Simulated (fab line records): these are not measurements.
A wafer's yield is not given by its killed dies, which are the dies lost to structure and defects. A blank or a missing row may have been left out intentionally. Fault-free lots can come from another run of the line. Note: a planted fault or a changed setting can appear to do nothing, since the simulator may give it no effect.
Chamber matching	flow n5Finfet	3 sister chambers for N5_BEOL_M11_DEP_56 on pecvd-02
The step deposits SiCN from 3MS/NH3, target thk 30 nm, time 10.5 s. 14 wafers are shown with their chamber, then 7 later ones without.

WAFERS WITH THEIR CHAMBER
wafer	chamber	throttleValvePct (%)	showerheadPlenumPTorr (Torr)
L074.3	0	18.7	4.187
L074.5	0	18.8	4.186
L074.6	1	17.9	4.138
L077.1	0	18.9	4.182
L077.4	0	18.6	4.194
L077.6	1	18.2	4.150
L085.1	0	18.9	4.184
L085.2	1	17.8	4.147
L085.5	0	19.0	4.172
L091.1	2	16.8	4.177
L091.5	1	17.8	4.152
L091.6	2	16.3	4.181
L093.1	1	17.9	4.143
L093.4	1	17.8	4.148

SIGNATURES (means of the wafers above)
reading	chamber 0	chamber 1	chamber 2	scatter within a chamber
throttleValvePct	18.817	17.900	16.550	0.179
showerheadPlenumPTorr	4.18417	4.14633	4.17900	0.00602
Rule: for a wafer and a chamber, the distance is found by dividing, reading by reading, the gap between the wafer's reading and the chamber's mean by the reading's scatter, squaring, summing and taking the root. The wafer belongs to the nearest chamber; if the next one is less than 2 further off, it can't be placed. The scatter: the root of (the sum of the squares of (reading less its chamber's mean) over the shown wafers, divided by (wafers less chambers)).

WAFERS WHOSE CHAMBER IS MISSING
wafer	throttleValvePct (%)	showerheadPlenumPTorr (Torr)
L093.6	19.0	4.189
L094.2	16.6	4.170
L094.4	17.9	4.145
L094.5	16.4	4.180
L095.3	18.8	4.174
L095.5	18.1	4.156
L095.6	19.0	4.194

WHICH CHAMBER EACH ONE RAN IN
wafer	from the rows above	in truth
L093.6	0	0
L094.2	2	2
L094.4	1	1
L094.5	2	2
L095.3	0	0
L095.5	1	1
L095.6	0	0
Correctly placed: 7 of 7. Can't be placed from these rows: 0. 0 placed wrongly.
